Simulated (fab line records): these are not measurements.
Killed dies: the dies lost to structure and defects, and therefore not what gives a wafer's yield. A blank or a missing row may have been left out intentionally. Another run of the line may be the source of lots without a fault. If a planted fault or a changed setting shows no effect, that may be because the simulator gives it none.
Which of the tools did it? ; flow nandHarc ; 21 lots, 63 wafers sampled, at 6 steps of a route of 1302

== WHAT THE GAUGES SHOWED, per wafer ==
The record lacks any reading of a measuring or inspecting step that a usual standard deviation could be used to judge.

== WHAT TOOL EACH LOT RAN ON (gives the tool, then ch and the chambers of the sampled wafers, and finally the start) ==
lot;NHARC_A_STAIRCASE_TRIM_226;NHARC_A_STAIRCASE_TRIM_229;NHARC_A_STAIRCASE_ETCH_234;NHARC_A_STAIRCASE_HM_DEP_456;NHARC_A_STAIRCASE_ETCH_271;NHARC_A_STAIRCASE_ETCH_294
L075;rieDiel-03 ch 0,2,3, day 16 06:37 or earlier;rieDiel-03 ch 1,2,3, day 16 06:37;rieDiel-03 ch 1,2,3, day 16 10:49 or earlier;aclDep-03 ch 0, day 16 10:49;rieDiel-12 ch 0,3, day 16 13:20;rieDiel-03 ch 1,3, no start
L074;rieDiel-12 ch 1,3, day 16 13:20 or earlier;rieDiel-03 ch 0,1,2, day 16 13:20;rieDiel-03 ch 0,1,3, day 16 18:41 or earlier;aclDep-02 ch 0, day 16 18:41;rieDiel-12 ch 0,1, day 16 21:24;rieDiel-12 ch 0,1, no start
L076;rieDiel-12 ch 0,1, day 17 05:13 or earlier;rieDiel-12 ch 0,1, day 17 05:13;rieDiel-12 ch 1,2, day 17 09:01 or earlier;aclDep-01 ch 0, day 17 09:01;rieDiel-08 ch 0,1,2, day 17 11:49;rieDiel-08 ch 0,2,3, no start
L077;rieDiel-03 ch 0,2,3, day 17 05:48 or earlier;rieDiel-03 ch 1,2,3, day 17 05:48;rieDiel-03 ch 0,2,3, day 17 10:02 or earlier;aclDep-03 ch 0, day 17 10:02;rieDiel-08 ch 0,1,3, day 17 13:41;rieDiel-03 ch 1,2,3, no start
L079;rieDiel-12 ch 0,2, day 18 02:00 or earlier;rieDiel-03 ch 0,2,3, day 18 02:00;rieDiel-03 ch 1,2, day 18 06:02 or earlier;aclDep-03 ch 0, day 18 06:02;rieDiel-12 ch 1,2, day 18 08:55;rieDiel-12 ch 0,2,3, no start
L078;rieDiel-12 ch 1,2, day 18 02:32 or earlier;rieDiel-08 ch 1,2,3, day 18 02:32;rieDiel-08 ch 0,1,2, day 18 07:33 or earlier;aclDep-01 ch 0, day 18 07:33;rieDiel-08 ch 0,3, day 18 10:28;rieDiel-12 ch 0,1, no start
L080;rieDiel-12 ch 1,2,3, day 18 22:37 or earlier;rieDiel-12 ch 1,3, day 18 22:37;rieDiel-12 ch 0,2,3, day 19 02:18 or earlier;aclDep-03 ch 0, day 19 02:18;rieDiel-12 ch 2,3, day 19 05:20;rieDiel-12 ch 0,2,3, no start
L081;rieDiel-03 ch 2,3, day 19 08:10 or earlier;rieDiel-08 ch 1,2, day 19 08:10;rieDiel-08 ch 1,2,3, day 19 12:06 or earlier;aclDep-02 ch 0, day 19 12:06;rieDiel-08 ch 2,3, day 19 14:35;rieDiel-03 ch 1,2, no start
L084;rieDiel-03 ch 0,2,3, day 20 17:41 or earlier;rieDiel-03 ch 0,1,3, day 20 17:41;rieDiel-03 ch 0,1,3, day 20 22:03 or earlier;aclDep-02 ch 0, day 20 22:03;rieDiel-08 ch 1,3, day 21 00:59;rieDiel-12 ch 0,1, no start
L082;rieDiel-12 ch 0,1, day 20 19:36 or earlier;rieDiel-12 ch 0,1, day 20 19:36;rieDiel-12 ch 1,2, day 20 23:16 or earlier;aclDep-01 ch 0, day 20 23:16;rieDiel-12 ch 0,2, day 21 02:19;rieDiel-08 ch 0,1,2, no start
L083;rieDiel-03 ch 1,2, day 20 23:27 or earlier;rieDiel-03 ch 0,1, day 20 23:27;rieDiel-03 ch 1,2,3, day 21 03:10 or earlier;aclDep-01 ch 0, day 21 03:10;rieDiel-08 ch 0,1,3, day 21 06:06;rieDiel-03 ch 0,1, no start
L086;rieDiel-03 ch 1,3, day 21 08:50 or earlier;rieDiel-08 ch 1,2, day 21 08:50;rieDiel-08 ch 2,3, day 21 16:49 or earlier;aclDep-03 ch 0, day 21 16:49;rieDiel-08 ch 0,1, day 21 19:56;rieDiel-03 ch 0,2,3, no start
L088;rieDiel-12 ch 0,2,3, day 21 16:32 or earlier;rieDiel-08 ch 1,2, day 21 16:32;rieDiel-08 ch 1,2,3, day 21 20:23 or earlier;aclDep-01 ch 0, day 21 20:23;rieDiel-03 ch 1,2, day 21 23:05;rieDiel-03 ch 0,1, no start
L089;rieDiel-12 ch 1,2, day 22 10:02 or earlier;rieDiel-08 ch 2,3, day 22 10:02;rieDiel-08 ch 1,2, day 22 15:43 or earlier;aclDep-01 ch 0, day 22 15:43;rieDiel-12 ch 0,2, day 22 18:39;rieDiel-08 ch 0,1,3, no start
L091;rieDiel-12 ch 2,3, day 23 03:19 or earlier;rieDiel-03 ch 1,2, day 23 03:19;rieDiel-03 ch 0,2,3, day 23 07:10 or earlier;aclDep-01 ch 0, day 23 07:10;rieDiel-03 ch 0,1, day 23 10:02;rieDiel-08 ch 0,1, no start
L090;rieDiel-03 ch 2,3, day 23 03:53 or earlier;rieDiel-12 ch 1,2,3, day 23 03:53;rieDiel-12 ch 0,2,3, day 23 07:52 or earlier;aclDep-02 ch 0, day 23 07:52;rieDiel-12 ch 1,2, day 23 10:47;rieDiel-08 ch 0,1, no start
L093;rieDiel-12 ch 0,2,3, day 24 08:45 or earlier;rieDiel-12 ch 0,2,3, day 24 08:45;rieDiel-12 ch 0,2,3, day 24 15:12 or earlier;aclDep-02 ch 0, day 24 15:12;rieDiel-08 ch 0,1,2, day 24 18:08;rieDiel-03 ch 0,1,3, no start
L094;rieDiel-08 ch 0,3, day 24 12:27 or earlier;rieDiel-12 ch 2,3, day 24 12:27;rieDiel-12 ch 0,3, day 24 17:39 or earlier;aclDep-02 ch 0, day 24 17:39;rieDiel-03 ch 1,2,3, day 24 19:59;rieDiel-08 ch 2,3, no start
L096;rieDiel-12 ch 0,1, day 25 07:42 or earlier;rieDiel-12 ch 0,1,2, day 25 07:42;rieDiel-12 ch 0,1,2, day 25 11:37 or earlier;aclDep-02 ch 0, day 25 11:37;rieDiel-12 ch 1,3, day 25 14:07;rieDiel-03 ch 0,2,3, no start
L095;rieDiel-03 ch 0,2,3, day 25 14:38 or earlier;rieDiel-03 ch 0,2,3, day 25 14:38;rieDiel-03 ch 0,1,3, day 25 22:10 or earlier;aclDep-03 ch 0, day 25 22:10;rieDiel-03 ch 0,1,3, day 26 01:00;rieDiel-12 ch 0,1,3, no start
L097;rieDiel-12 ch 1,2,3, day 25 20:49 or earlier;rieDiel-12 ch 1,2, day 25 20:49;rieDiel-12 ch 1,2, day 26 05:35 or earlier;aclDep-01 ch 0, day 26 05:35;rieDiel-03 ch 0,1,3, day 26 07:38;rieDiel-12 ch 1,2,3, no start
- NHARC_A_STAIRCASE_TRIM_226: chemistry O2, time 211.2 s.
- NHARC_A_STAIRCASE_TRIM_229: chemistry O2, time 211.2 s.
- NHARC_A_STAIRCASE_ETCH_234: etches the open film in C4F8/O2, target depth 100 nm, time 40.5 s.
- NHARC_A_STAIRCASE_HM_DEP_456: deposits aC, target thk 3100 nm.
- NHARC_A_STAIRCASE_ETCH_271: etches the open film in CF4/CHF3.
- NHARC_A_STAIRCASE_ETCH_294: etches the open film in C4F8/O2/Ar, target depth 4989 nm, time 1211.6 s.

== WHAT THE TOOLS THEMSELVES READ (means of the sampled wafers that have a number; where no wafer has one, the mark that the record gives instead) ==
NHARC_A_STAIRCASE_TRIM_226. Usual: value, then standard deviation, for each; chamberPressureMTorr 60.00 mTorr / 0.056; drypumpMotorCurrentA 5.47 A / 0.24; mfcArSccm 0.009 sccm / 0.012; oesProductAu 1.000 a.u. / 0.0069; rfVppV 57.8 V / 0.83; showerheadPlenumPTorr 3.51 Torr / 0.12; throttleValvePct 17.037 % / 0.0088.
lot;tool;chamberPressureMTorr (mTorr);drypumpMotorCurrentA (A);mfcArSccm (sccm);oesProductAu (a.u.);rfVppV (V);showerheadPlenumPTorr (Torr);throttleValvePct (%);flag
L075;rieDiel-03;60.02;5.37;0.002;1.002;57.3;3.52;17.030;
L074;rieDiel-12;60.02;5.56;0.021;1.003;57.7;3.51;17.046;
L076;rieDiel-12;60.04;5.60;0.007;1.006;58.5;3.59;17.029;
L077;rieDiel-03;60.04;5.36;0.002;1.008;58.9;3.51;17.039;
L079;rieDiel-12;60.00;5.29;0.007;0.993;57.9;3.46;17.032;
L078;rieDiel-12;60.04;5.53;0.000;1.001;58.1;3.56;17.043;
L080;rieDiel-12;59.97;5.46;0.011;0.997;57.0;3.51;17.040;
L081;rieDiel-03;59.99;5.55;0.002;0.998;57.1;3.44;17.042;
L084;rieDiel-03;60.01;5.34;0.002;0.996;57.0;3.50;17.032;
L082;rieDiel-12;59.99;5.55;0.014;1.011;58.2;3.52;17.047;
L083;rieDiel-03;59.96;5.49;0.005;0.999;57.7;3.56;17.033;
L086;rieDiel-03;59.97;5.40;0.000;1.002;58.2;3.65;17.038;
L088;rieDiel-12;60.00;5.40;0.018;0.998;57.4;3.45;17.034;
L089;rieDiel-12;59.97;5.37;0.000;0.994;58.0;3.50;17.029;
L091;rieDiel-12;59.99;5.42;0.021;0.991;58.1;3.43;17.038;
L090;rieDiel-03;59.98;5.53;0.002;0.994;58.1;3.43;17.036;
L093;rieDiel-12;59.97;5.41;0.018;0.997;57.0;3.44;17.037;
L094;rieDiel-08;59.98;5.48;0.019;0.992;57.8;3.33;17.029;
L096;rieDiel-12;59.99;5.62;0.007;0.993;58.2;3.55;17.040;
L095;rieDiel-03;60.02;5.37;0.002;1.000;58.1;3.48;17.049;
L097;rieDiel-12;59.99;5.46;0.011;1.000;58.2;3.48;17.031;

NHARC_A_STAIRCASE_TRIM_229. Usual: value, then standard deviation, for each; chamberPressureMTorr 60.01 mTorr / 0.053; drypumpMotorCurrentA 5.5 A / 0.32; mfcArSccm 0.008 sccm / 0.011; oesProductAu 0.998 a.u. / 0.0081; rfVppV 57.7 V / 0.89; showerheadPlenumPTorr 3.48 Torr / 0.14; throttleValvePct 17.037 % / 0.009.
lot;tool;chamberPressureMTorr (mTorr);drypumpMotorCurrentA (A);mfcArSccm (sccm);oesProductAu (a.u.);rfVppV (V);showerheadPlenumPTorr (Torr);throttleValvePct (%);flag
L075;rieDiel-03;60.07;5.5;0.002;0.995;57.5;3.57;17.032;
L074;rieDiel-03;60.03;5.3;0.002;1.008;58.2;3.63;17.037;
L076;rieDiel-12;60.05;5.6;0.014;1.002;58.3;3.54;17.032;
L077;rieDiel-03;59.97;5.5;0.002;1.005;57.9;3.57;17.029;
L079;rieDiel-03;60.03;5.4;0.002;1.000;57.4;3.51;17.039;
L078;rieDiel-08;60.06;5.9;0.015;1.012;57.2;3.31;17.034;
L080;rieDiel-12;60.05;5.6;0.021;1.000;58.3;3.51;17.042;
L081;rieDiel-08;60.02;6.2;0.011;1.011;57.2;3.30;17.032;
L084;rieDiel-03;59.97;5.2;0.000;0.995;57.2;3.61;17.042;
L082;rieDiel-12;59.94;5.5;0.014;0.998;58.4;3.52;17.040;
L083;rieDiel-03;60.04;5.2;0.000;0.998;57.8;3.72;17.039;
L086;rieDiel-08;59.97;6.2;0.011;1.001;57.6;3.28;17.035;
L088;rieDiel-08;60.06;6.2;0.011;0.997;56.6;3.28;17.048;
L089;rieDiel-08;60.02;5.9;0.011;1.000;57.2;3.28;17.027;
L091;rieDiel-03;60.04;5.4;0.002;1.006;58.2;3.66;17.037;
L090;rieDiel-12;60.04;5.5;0.011;0.995;58.1;3.49;17.027;
L093;rieDiel-12;60.01;5.4;0.018;0.987;57.6;3.44;17.032;
L094;rieDiel-12;60.02;5.3;0.011;0.988;58.0;3.43;17.033;
L096;rieDiel-12;60.01;5.5;0.007;0.997;56.8;3.49;17.039;
L095;rieDiel-03;59.98;5.4;0.002;0.998;57.7;3.48;17.031;
L097;rieDiel-12;60.00;5.5;0.000;0.995;58.2;3.53;17.039;

NHARC_A_STAIRCASE_ETCH_234. Usual: chamberPressureMTorr 25.003 mTorr, standard deviation 0.023; oesProductAu 0.941 a.u., standard deviation 0.011; rfVppV 894 V, standard deviation 5.3.
lot;tool;chamberPressureMTorr (mTorr);oesProductAu (a.u.);rfVppV (V);flag
L075;rieDiel-03;25.006;0.943;897;
L074;rieDiel-03;24.996;0.935;900;
L076;rieDiel-12;25.003;0.937;898;
L077;rieDiel-03;24.996;0.935;896;
L079;rieDiel-03;24.988;0.945;898;
L078;rieDiel-08;25.009;0.948;889;
L080;rieDiel-12;25.020;0.946;894;
L081;rieDiel-08;25.000;0.953;887;
L084;rieDiel-03;24.984;0.933;898;
L082;rieDiel-12;25.005;0.936;895;
L083;rieDiel-03;24.982;0.940;897;
L086;rieDiel-08;24.993;0.964;886;
L088;rieDiel-08;25.012;0.941;887;
L089;rieDiel-08;25.004;0.930;886;
L091;rieDiel-03;24.992;0.940;896;
L090;rieDiel-12;25.013;0.936;893;
L093;rieDiel-12;25.007;0.924;893;
L094;rieDiel-12;25.011;0.955;893;
L096;rieDiel-12;24.999;0.941;895;
L095;rieDiel-03;24.990;0.926;898;
L097;rieDiel-12;25.011;0.943;896;

NHARC_A_STAIRCASE_HM_DEP_456. Usual: throttleValvePct 35.000 %, standard deviation 0.0089.
lot;tool;throttleValvePct (%);flag
L075;aclDep-03;34.995;
L074;aclDep-02;34.997;
L076;aclDep-01;35.009;
L077;aclDep-03;35.002;
L079;aclDep-03;35.010;
L078;aclDep-01;35.001;
L080;aclDep-03;35.006;
L081;aclDep-02;35.004;
L084;aclDep-02;35.006;
L082;aclDep-01;34.996;
L083;aclDep-01;35.001;
L086;aclDep-03;35.004;
L088;aclDep-01;35.005;
L089;aclDep-01;35.000;
L091;aclDep-01;35.011;
L090;aclDep-02;35.002;
L093;aclDep-02;34.995;
L094;aclDep-02;34.998;
L096;aclDep-02;35.001;
L095;aclDep-03;35.000;
L097;aclDep-01;35.000;

NHARC_A_STAIRCASE_ETCH_271. Usual: value, then standard deviation, for each; chamberPressureMTorr 25.002 mTorr / 0.025; drypumpMotorCurrentA 5.6 A / 0.33; mfcArSccm 0.009 sccm / 0.012; oesProductAu 0.951 a.u. / 0.022; rfVppV 369.6 V / 2.2; showerheadPlenumPTorr 1.55 Torr / 0.062; throttleValvePct 16.803 % / 0.0093.
lot;tool;chamberPressureMTorr (mTorr);drypumpMotorCurrentA (A);mfcArSccm (sccm);oesProductAu (a.u.);rfVppV (V);showerheadPlenumPTorr (Torr);throttleValvePct (%);flag
L075;rieDiel-12;25.007;5.5;0.028;0.965;369.5;1.55;16.799;
L074;rieDiel-12;25.004;5.6;0.007;0.923;371.3;1.60;16.804;
L076;rieDiel-08;25.007;6.0;0.006;0.972;367.2;1.49;16.801;
L077;rieDiel-08;25.005;5.7;0.015;0.929;367.3;1.49;16.798;
L079;rieDiel-12;24.981;5.3;0.000;0.966;370.6;1.57;16.810;
L078;rieDiel-08;25.007;5.5;0.019;0.965;367.7;1.49;16.800;
L080;rieDiel-12;25.016;5.3;0.011;0.966;370.0;1.54;16.802;
L081;rieDiel-08;24.980;5.6;0.019;0.963;367.6;1.47;16.811;
L084;rieDiel-08;24.990;6.0;0.020;0.930;368.2;1.47;16.804;
L082;rieDiel-12;25.003;5.3;0.007;0.920;369.7;1.54;16.805;
L083;rieDiel-08;24.983;5.7;0.015;0.928;368.7;1.49;16.805;
L086;rieDiel-08;24.990;6.0;0.011;0.945;367.4;1.48;16.804;
L088;rieDiel-03;25.015;5.5;0.005;0.922;371.4;1.59;16.817;
L089;rieDiel-12;24.988;5.4;0.014;0.977;369.1;1.54;16.799;
L091;rieDiel-03;24.978;5.2;0.000;0.977;372.9;1.66;16.797;
L090;rieDiel-12;25.009;5.3;0.000;0.970;370.6;1.56;16.802;
L093;rieDiel-08;24.990;6.0;0.006;0.967;371.4;1.64;16.810;
L094;rieDiel-03;24.994;5.4;0.002;0.968;371.0;1.58;16.797;
L096;rieDiel-12;24.999;5.6;0.021;0.931;369.6;1.55;16.810;
L095;rieDiel-03;25.018;5.3;0.000;0.969;370.9;1.60;16.797;
L097;rieDiel-03;24.996;5.3;0.000;0.970;371.6;1.60;16.801;

NHARC_A_STAIRCASE_ETCH_294. Usual: chamberPressureMTorr 25.000 mTorr, standard deviation 0.023; oesProductAu 0.932 a.u., standard deviation 0.0085; rfVppV 1823 V, standard deviation 11.
lot;tool;chamberPressureMTorr (mTorr);oesProductAu (a.u.);rfVppV (V);flag
L075;rieDiel-03;24.999;0.930;1829;
L074;rieDiel-12;25.006;0.929;1831;
L076;rieDiel-08;24.992;0.926;1813;
L077;rieDiel-03;24.980;0.921;1829;
L079;rieDiel-12;25.008;0.937;1822;
L078;rieDiel-12;25.009;0.939;1828;
L080;rieDiel-12;24.988;0.934;1821;
L081;rieDiel-03;24.986;0.932;1830;
L084;rieDiel-12;25.022;0.932;1825;
L082;rieDiel-08;24.991;0.941;1811;
L083;rieDiel-03;25.047;0.938;1837;
L086;rieDiel-03;24.996;0.933;1825;
L088;rieDiel-03;24.989;0.930;1840;
L089;rieDiel-08;25.000;0.932;1812;
L091;rieDiel-08;24.996;0.934;1810;
L090;rieDiel-08;24.999;0.923;1813;
L093;rieDiel-03;25.009;0.935;1832;
L094;rieDiel-08;24.984;0.931;1823;
L096;rieDiel-03;25.003;0.937;1824;
L095;rieDiel-12;25.015;0.934;1823;
L097;rieDiel-12;25.019;0.934;1823;

== THE ANSWER, worked out from the rows above alone ==
Rule: lot off if the mean of its wafers having a number is beyond 3 standard deviations from the usual mean. A lot without any number at a reading at which 4 lots or more have one is off too. Where the step has rows for the other lots, those lots are counted as sound. After the gauges, taken in route order, come the tools' own readings; for these a lot's mean is taken, as printed above. At the first step where some lot is off, the reading lying furthest off is the one used; lots without a number count as furthest.
No lot is off on any of the readings shown, so nothing can be concluded from this.

== WHAT THE SIMULATOR PUT IN ==
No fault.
